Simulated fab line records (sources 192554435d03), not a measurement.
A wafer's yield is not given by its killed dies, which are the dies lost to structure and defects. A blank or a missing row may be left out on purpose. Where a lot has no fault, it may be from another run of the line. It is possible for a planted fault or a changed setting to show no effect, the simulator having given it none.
Matching of chambers    flow n5_finfet    rie_diel-06 running N5_SDB_STRIP_21: 4 sister chambers
The step strips in CF4. 4 wafers are shown with their chamber, then 8 later ones without.

== WAFERS PAIRED WITH THEIR CHAMBERS ==
wafer   chamber  showerhead_plenum_p_Torr (Torr)
L075.6  2        1.85
L078.6  0        1.85
L084.4  1        1.92
L087.1  3        1.91

== WAFERS WITHOUT THEIR CHAMBER ==
wafer   showerhead_plenum_p_Torr (Torr)
L087.4  1.84
L087.5  1.92
L090.1  1.84
L090.3  1.90
L090.6  1.92
L097.1  1.84
L097.3  1.90
L097.4  1.91

== CHAMBER TAKEN BY EACH ==
wafer   from the rows above      in truth
L087.4  can't be placed: 0 or 2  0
L087.5  can't be placed: 1 or 3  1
L090.1  can't be placed: 0 or 2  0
L090.3  can't be placed: 3 or 1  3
L090.6  can't be placed: 1 or 3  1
L097.1  can't be placed: 0 or 2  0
L097.3  can't be placed: 3 or 1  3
L097.4  can't be placed: 3 or 1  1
Correct placement for 0 of the 8. Cannot be placed on the basis of these rows: 8; the candidates contain the true chamber in 8. Placed wrongly: 0.
How it was worked out, from the rows above alone: a wafer's distance from a chamber is the root of the sum, over the readings, of the square of ((its reading less the chamber's mean) divided by the reading's scatter). The wafer belongs to the nearest chamber; if the next one is less than 2 further off, it can't be placed. For every chamber, the mean is computed from those of its wafers that are shown. The scatter: with one shown wafer a chamber, the root of the mean of the squares of how far each hidden wafer lies from its nearest shown one.
